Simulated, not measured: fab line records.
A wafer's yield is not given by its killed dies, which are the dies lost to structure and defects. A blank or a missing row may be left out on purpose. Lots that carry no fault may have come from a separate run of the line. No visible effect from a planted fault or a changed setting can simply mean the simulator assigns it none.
A lot that was struck, set against a sound lot	flow n5-finfet	38 out of 1938 route steps
Sound: wafers L985.2, L985.4, L985.5. Struck: wafer L994.6; the same lot's L994.5 was not struck, so it is left out; see the end for the cause.
For every step that has rows: the tool of each side, followed by ch and its chambers, followed by its first start. Under that, the readings that differ: sound wafers	struck wafers	difference of the means	sigmas: that difference in standard deviations of wafers without a fault.
alike: same words and numbers on both sides, and readings whose means sit less than 2 such deviations apart. not compared: any withheld reading, any reading some wafer has no value for, any bound like >300 that may hide the same value, and any number with overlapping values for which the record gives no deviation.
Wherever a step has rows on one side only, a row that says differs or no value, or a row with sigmas, the two part there. Numbers that don't overlap but have no deviation are shown without sigmas and don't part them. Lack of a reading on every wafer of one side parts them only where that side has two or more wafers.

first, 9 steps without rows for these wafers: N5_BEOL_M4_ANNEAL_95 (time 240 s); N5_BEOL_M4_SPUTTER_96 (material Cu, target thk 4.5 nm, time 8.29 s); N5_BEOL_M4_ECD_50 (material Cu, target thk 300 nm); N5_BEOL_M4_ANNEAL_51 (time 90 s); N5_BEOL_M4_CMP_52 (polishes, stops on SiOC, t overpolish 6.8 s, target thk 40 nm); N5_BEOL_M4_PRE_CLEAN_60 (time 15 s); N5_BEOL_M4_CO_CAP_55 (material Co, precursor CCTBA/H2, target thk 2 nm, time 102.1 s); N5_BEOL_M4_PRE_CLEAN_56 (time 15 s); N5_BEOL_M4_DEP_57 (deposits SiCN from 3MS/NH3, target thk 8 nm, time 14 s).
N5_BEOL_M4_RC_MEAS_101:
  sound on prober-01 ch 0, day 10 17:23; struck on prober-02 ch 0, day 12 06:29
  alike: DIBL_N, DIBL_P, IOFF_N, IOFF_P, ION_N, ION_P, SS_N, SS_P, VT_N, VT_P
then, 16 steps without rows for these wafers: N5_BEOL_M5_ILD_DEP_00 (deposits SiCOH lowk from DEMS/porogen, target thk 140.64 nm, time 25.9 s); N5_BEOL_M5_CURE_79 (cures SiCOH lowk, time 240 s); N5_BEOL_M5_PECVD_70 (deposits SiO2 from TEOS/O2, target thk 16 nm, time 18 s); N5_BEOL_M5_HM_DEP_02 (deposits TiN, target thk 20 nm); N5_BEOL_M5_COAT_59 (time 60 s, resist thk 60 nm); N5_BEOL_M5_COAT_60 (time 60 s, resist thk 12 nm); N5_BEOL_M5_COAT_71 (time 60 s, resist thk 5 nm); N5_BEOL_M5_COAT_05 (resist thk 30 nm); N5_BEOL_M5_EBR_07; N5_BEOL_M5_SOFTBAKE_06 (time 60 s); N5_BEOL_M5_EXPOSE_08 (exposes mask M5, target cd 28 nm); N5_BEOL_M5_PEB_09 (peb time 60 s); N5_BEOL_M5_DEVELOP_10 (develop time 30 s); N5_BEOL_M5_DESCUM_16 (chemistry O2, time 7 s); N5_BEOL_M5_ETCH_72 (etches underlayer in N2/H2, target depth 6.5 nm, time 5.2 s); N5_BEOL_M5_ETCH_61 (etches SiARC in CF4, target depth 15.6 nm, time 26 s).
N5_BEOL_M5_ETCH_62: etches SOC in N2/H2, target depth 75 nm, overetch 15 nm, time 112.5 s.
  sound on rie-diel-06 ch 1,3, day 10 20:52; struck on rie-diel-06 ch 2, day 12 09:04
reading	sound	struck	difference	sigmas
model.etch.depth-nm (nm)	59.98 60.08 60.45	47.05	-13.12	
model.SiARC_of_BEOL_M5_COAT_60.thk-nm (nm)	6.6 6.8 6.6	9.4	+2.7	
model.BEOL_M5.cd-nm (nm)	28 28 28.2	27.2	-0.9	
  alike: drypump-motor-current-A, oes-product-au, rf-vpp-V, showerhead-plenum-p-Torr, throttle-valve-pct
  not compared: rf-hours-counter-h
then, 3 steps without rows for these wafers: N5_BEOL_M5_STRIP_63 (strips in N2/H2); N5_BEOL_M5_STRIP_73 (strips in N2/H2); N5_BEOL_M5_STRIP_64 (strips in CF4).
N5_BEOL_M5_HM_OPEN_17: chemistry Cl2/BCl3, target TiN, target depth 20 nm, overetch 6 nm.
  sound on rie-metal-02 ch 1, day 10 21:02; struck on rie-metal-02 ch 0, day 12 09:14
reading	sound	struck	difference	sigmas
oes-product-au (a.u.)	0.58 0.59 0.59	0.31	-0.28	-4
throttle-valve-pct (%)	21.93 21.91 21.90	22.55	+0.64	+3
  alike: drypump-motor-current-A
  not compared: rf-hours-counter-h
then, 1 step without rows for these wafers: N5_BEOL_M5_STRIP_19 (strips in O2).
N5_BEOL_M5_CD_MEAS_18: pitch 56 nm, target cd 28 nm.
  sound on cd-sem-01, day 10 21:14; struck on cd-sem-03, day 12 09:22
  not compared: cd-nm
then, 2 steps without rows for these wafers: N5_BEOL_M5_COAT_65 (time 60 s, resist thk 60 nm); N5_BEOL_M5_COAT_66 (time 60 s, resist thk 12 nm).
N5_BEOL_M5_ETCH_41: etches SiCN in CH3F/O2, target depth 31.5 nm, time 56.7 s.
  sound on rie-diel-03 ch 0,2,3; struck on rie-diel-06 ch 3
reading	sound	struck	difference	sigmas
model.BEOL_M5.cd-nm (nm)	28 28 28.4	27	-1	
  alike: drypump-motor-current-A, oes-product-au, rf-vpp-V, showerhead-plenum-p-Torr, throttle-valve-pct
  not compared: rf-hours-counter-h
N5_BEOL_M5_OCD_MEAS_38:
  sound on ocd-01, day 10 23:50; struck on ocd-01, day 12 11:58
  not compared: trench-depth-nm
-- record jumps: 5 days separate the struck wafers' starts on either side; left off in module BEOL_M5, taken up again in module PASSIVATION, whose first shown step is the route's number 1936 --
N5_PASSIVATION_PROBE_49:
  rows exist in the record for the struck wafers here (prober-02, day 17 07:20), but not for the sound ones

== WHERE THEY PART ==
At N5_BEOL_M5_HM_OPEN_17 first; at N5_PASSIVATION_PROBE_49 last (within this record only).

WHY: what had been put in by the simulator
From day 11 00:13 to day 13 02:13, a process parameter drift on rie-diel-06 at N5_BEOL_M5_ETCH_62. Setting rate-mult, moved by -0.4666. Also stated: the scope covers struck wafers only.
